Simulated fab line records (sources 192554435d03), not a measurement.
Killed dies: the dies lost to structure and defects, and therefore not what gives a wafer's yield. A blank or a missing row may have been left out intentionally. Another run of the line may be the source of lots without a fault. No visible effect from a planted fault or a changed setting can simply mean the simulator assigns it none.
What tool caused it?	flow n5-finfet	27 wafers from 9 lots sampled at 6 of the route's 1938 steps

## WHAT THE GAUGES SHOWED, per wafer
The record lacks any reading of a measuring or inspecting step that a usual standard deviation could be used to judge.

## TOOL THAT RAN EACH LOT (tool first, then ch and the chambers of the sampled wafers, then the start)
lot	N5_MIM_BOT_ETCH_ETCH_00	N5_PASSIVATION_PECVD_55	N5_PASSIVATION_PASS_ETCH_74	N5_PASSIVATION_VIA_ETCH_13	N5_PASSIVATION_STRIP_14	N5_PASSIVATION_PROBE_49
L874	rie-metal-03 ch 0,1, day 14 16:59	pecvd-02 ch 0,1,2, day 14 17:40	rie-diel-02 ch 1,2,3, day 14 20:13	rie-diel-02 ch 1,2,3, day 14 20:18	rie-diel-02 ch 1,2,3, day 14 20:30	-
L876	rie-metal-01 ch 0,1, day 15 02:15	pecvd-02 ch 1,2, day 15 03:20	rie-diel-02 ch 0,1,2, day 15 04:12	rie-diel-02 ch 0,1,2, day 15 04:17	rie-diel-02 ch 0,1,2, day 15 04:29	-
L879	rie-metal-03 ch 1, day 15 09:13	pecvd-03 ch 0,2, day 15 10:01	rie-diel-05 ch 2,3, day 15 11:11	rie-diel-05 ch 2,3, day 15 11:17	rie-diel-05 ch 2,3, day 15 11:28	prober-01, day 15 17:25
L880	rie-metal-03 ch 1, day 15 14:20	pecvd-01 ch 1,2, day 15 15:08	rie-diel-02 ch 0,2, day 15 18:10	rie-diel-02 ch 0,2, day 15 18:16	rie-diel-02 ch 0,2, day 15 18:28	-
L878	rie-metal-03 ch 0,1, day 15 20:17	pecvd-02 ch 0,1,2, day 15 20:54	rie-diel-05 ch 0,1,3, day 15 21:40	rie-diel-05 ch 0,1,3, day 15 21:45	rie-diel-05 ch 0,1,3, day 15 21:57	prober-02, day 16 04:52
L882	rie-metal-01 ch 0,1, day 15 23:58	pecvd-03 ch 0,2, day 16 00:40	rie-diel-02 ch 0,2, day 16 01:53	rie-diel-02 ch 0,2, day 16 01:59	rie-diel-02 ch 0,2, day 16 02:11	-
L881	rie-metal-02 ch 0,1, day 16 00:58	pecvd-02 ch 0,2, day 16 02:01	rie-diel-05 ch 0,2,3, day 16 03:03	rie-diel-05 ch 0,2,3, day 16 03:09	rie-diel-05 ch 0,2,3, day 16 03:20	prober-02, day 16 09:33
L893	rie-metal-03 ch 0,1, day 19 20:07	pecvd-02 ch 1,2, day 19 20:47	rie-diel-02 ch 0,1,3, day 19 23:14	rie-diel-02 ch 0,1,3, day 19 23:20	rie-diel-02 ch 0,1,3, day 19 23:31	-
L895	rie-metal-02 ch 0,1, day 20 03:56	pecvd-03 ch 0,1,2, day 20 04:38	rie-diel-05 ch 1,2,3, day 20 06:22	rie-diel-05 ch 1,2,3, day 20 06:28	rie-diel-05 ch 1,2,3, day 20 06:40	-
- N5_MIM_BOT_ETCH_ETCH_00: etches TiN in Cl2/BCl3, target depth 45.5 nm.
- N5_PASSIVATION_PECVD_55: deposits SiO2 from SiH4/N2O, target thk 400 nm, time 22.5 s.
- N5_PASSIVATION_PASS_ETCH_74: etches SiNx in CF4/O2, target depth 220 nm, time 110 s.
- N5_PASSIVATION_VIA_ETCH_13: etches SiO2 in CHF3/O2, target depth 660 nm, time 330 s.
- N5_PASSIVATION_STRIP_14: strips in O2.
- N5_PASSIVATION_PROBE_49

## AS READ BY THE TOOLS THEMSELVES (means over the sampled wafers that have a number; for cases with no such wafer, the mark the record gives instead)
N5_MIM_BOT_ETCH_ETCH_00. Usual: drypump-motor-current-A 5.9 A, standard deviation 0.52; mfc-ar-sccm 24.99 sccm, standard deviation 0.074; oes-product-au 0.82 a.u., standard deviation 0.068; throttle-valve-pct 21.74 %, standard deviation 0.22.
lot	tool	drypump-motor-current-A (A)	mfc-ar-sccm (sccm)	oes-product-au (a.u.)	throttle-valve-pct (%)	flag
L874	rie-metal-03	5.6	25.03	0.88	21.51	
L876	rie-metal-01	6.4	24.95	0.79	21.72	
L879	rie-metal-03	5.1	25.04	0.75	21.73	
L880	rie-metal-03	5.1	25.03	0.74	21.74	
L878	rie-metal-03	5.6	25.06	0.87	21.50	
L882	rie-metal-01	6.5	24.93	0.83	21.79	
L881	rie-metal-02	5.7	24.93	0.86	21.84	
L893	rie-metal-03	5.6	25.04	0.83	21.54	
L895	rie-metal-02	5.9	24.94	0.81	22.02	

N5_PASSIVATION_PECVD_55. Usual: heater-power-w 656 W, standard deviation 100; showerhead-plenum-p-Torr 8.14 Torr, standard deviation 0.14; showerhead-vpp-V 1539 V, standard deviation 59; throttle-valve-pct 50.9 %, standard deviation 2.4.
lot	tool	heater-power-w (W)	showerhead-plenum-p-Torr (Torr)	showerhead-vpp-V (V)	throttle-valve-pct (%)	flag
L874	pecvd-02	585	8.21	1555	50.0	
L876	pecvd-02	609	8.11	1516	49.1	
L879	pecvd-03	721	8.15	1483	51.2	
L880	pecvd-01	635	7.97	1541	51.2	
L878	pecvd-02	571	8.24	1557	50.1	
L882	pecvd-03	743	8.10	1513	48.8	
L881	pecvd-02	566	8.29	1575	49.9	
L893	pecvd-02	643	8.14	1531	50.0	
L895	pecvd-03	751	8.07	1516	51.4	

N5_PASSIVATION_PASS_ETCH_74. Usual: drypump-motor-current-A 5.8 A, standard deviation 0.44; mfc-ar-sccm 99.98 sccm, standard deviation 0.28; oes-product-au 0.80 a.u., standard deviation 0.083; rf-vpp-V 240.6 V, standard deviation 2.1; showerhead-plenum-p-Torr 2.19 Torr, standard deviation 0.062; throttle-valve-pct 16.01 %, standard deviation 0.26.
lot	tool	drypump-motor-current-A (A)	mfc-ar-sccm (sccm)	oes-product-au (a.u.)	rf-vpp-V (V)	showerhead-plenum-p-Torr (Torr)	throttle-valve-pct (%)	flag
L874	rie-diel-02	5.9	100.14	0.74	238.9	2.11	16.13	
L876	rie-diel-02	5.5	99.81	0.81	239.2	2.16	16.08	
L879	rie-diel-05	6.3	99.76	0.78	241.9	2.17	16.25	
L880	rie-diel-02	5.6	99.99	0.83	240.0	2.17	16.01	
L878	rie-diel-05	5.8	100.02	0.83	241.7	2.19	15.88	
L882	rie-diel-02	5.6	99.85	0.83	240.3	2.17	16.02	
L881	rie-diel-05	6.1	100.07	0.85	242.0	2.17	15.96	
L893	rie-diel-02	5.4	99.91	0.83	238.2	2.22	15.99	
L895	rie-diel-05	6.0	100.03	0.77	241.4	2.17	16.12	

N5_PASSIVATION_VIA_ETCH_13. Usual: drypump-motor-current-A 5.8 A, standard deviation 0.43; etch-rf-on-time-s 236 s, standard deviation 3.7; mfc-ar-sccm 200.0 sccm, standard deviation 0.6; oes-product-au 0.72 a.u., standard deviation 0.076; rf-vpp-V 524 V, standard deviation 4.4; showerhead-plenum-p-Torr 2.39 Torr, standard deviation 0.069; throttle-valve-pct 18.92 %, standard deviation 0.25.
lot	tool	drypump-motor-current-A (A)	etch-rf-on-time-s (s)	mfc-ar-sccm (sccm)	oes-product-au (a.u.)	rf-vpp-V (V)	showerhead-plenum-p-Torr (Torr)	throttle-valve-pct (%)	flag
L874	rie-diel-02	5.9	235	199.6	0.67	517	2.31	19.00	
L876	rie-diel-02	5.5	236	200.0	0.73	522	2.36	18.99	
L879	rie-diel-05	6.3	235	200.5	0.69	527	2.38	19.17	
L880	rie-diel-02	5.7	232	200.2	0.75	522	2.37	18.92	
L878	rie-diel-05	5.8	233	199.8	0.76	526	2.40	18.80	
L882	rie-diel-02	5.6	231	199.4	0.76	523	2.37	18.94	
L881	rie-diel-05	6.1	233	199.6	0.76	524	2.37	18.88	
L893	rie-diel-02	5.4	230	200.3	0.75	521	2.42	18.87	
L895	rie-diel-05	6.0	238	199.8	0.69	527	2.38	19.02	

N5_PASSIVATION_STRIP_14. Usual: drypump-motor-current-A 5.8 A, standard deviation 0.43; oes-product-au 0.80 a.u., standard deviation 0.086; rf-vpp-V 3.6 V, standard deviation 0.87; showerhead-plenum-p-Torr 2.08 Torr, standard deviation 0.062; throttle-valve-pct 16.70 %, standard deviation 0.25.
lot	tool	drypump-motor-current-A (A)	oes-product-au (a.u.)	rf-vpp-V (V)	showerhead-plenum-p-Torr (Torr)	throttle-valve-pct (%)	flag
L874	rie-diel-02	5.8	0.75	3.6	2.01	16.84	
L876	rie-diel-02	5.5	0.80	3.7	2.06	16.80	
L879	rie-diel-05	6.3	0.77	2.9	2.06	16.91	
L880	rie-diel-02	5.6	0.83	3.6	2.07	16.73	
L878	rie-diel-05	5.8	0.83	3.9	2.09	16.57	
L882	rie-diel-02	5.7	0.84	4.1	2.07	16.73	
L881	rie-diel-05	6.1	0.85	3.1	2.06	16.63	
L893	rie-diel-02	5.4	0.83	3.8	2.12	16.71	
L895	rie-diel-05	6.0	0.77	2.9	2.07	16.80	

N5_PASSIVATION_PROBE_49. Usual: defect-limited-yield 91.2 %, standard deviation 1.3; killed_at_M0_to_M3 34, standard deviation 9.2; killed_at_M4_up 14, standard deviation 5; killed-at-contacts 13, standard deviation 6.7; killed-at-front-end 39, standard deviation 12; killed-at-other 4, standard deviation 3.3; killed-dies 104, standard deviation 15; killed-on-rim 14, standard deviation 3.7; killed-open 68, standard deviation 12; killed-short 34, standard deviation 7.5; sort_bin_5_function 5.2 %, standard deviation 0.87; sort_bin_6_memory 3.3 %, standard deviation 0.63; sort-n-pass 1076, standard deviation 15; sort-yield-pct 91.2 %, standard deviation 1.3.
lot	tool	defect-limited-yield (%)	killed_at_M0_to_M3	killed_at_M4_up	killed-at-contacts	killed-at-front-end	killed-at-other	killed-dies	killed-on-rim	killed-open	killed-short	sort_bin_5_function (%)	sort_bin_6_memory (%)	sort-n-pass	sort-yield-pct (%)	flag
L879	prober-01	88.9	40	11	18	58	3	130	15	77	50	6.2	4.4	1050	88.9	
L878	prober-02	89.5	41	24	13	45	1	124	13	82	42	6.4	3.8	1056	89.5	
L881	prober-02	90.3	25	14	20	54	1	114	13	73	39	5.2	3.8	1066	90.3	

## THE ANSWER, worked out from the rows above alone
Rule: a lot counts as off when the mean over its wafers that have a number is more than 3 standard deviations away from the usual mean. A lot without any number at a reading at which 4 lots or more have one is off too. The other lots that the step has rows for count as sound. The gauges are gone through in route order, then the tools' own readings, and for those a lot's mean is taken as printed above. The first step at which some lot is off is used, and at that step the reading that is off furthest; a lot without a number counts as furthest.
Nothing can be told from this: no lot is off at any reading shown.

## WHAT THE SIMULATOR HAD INSERTED
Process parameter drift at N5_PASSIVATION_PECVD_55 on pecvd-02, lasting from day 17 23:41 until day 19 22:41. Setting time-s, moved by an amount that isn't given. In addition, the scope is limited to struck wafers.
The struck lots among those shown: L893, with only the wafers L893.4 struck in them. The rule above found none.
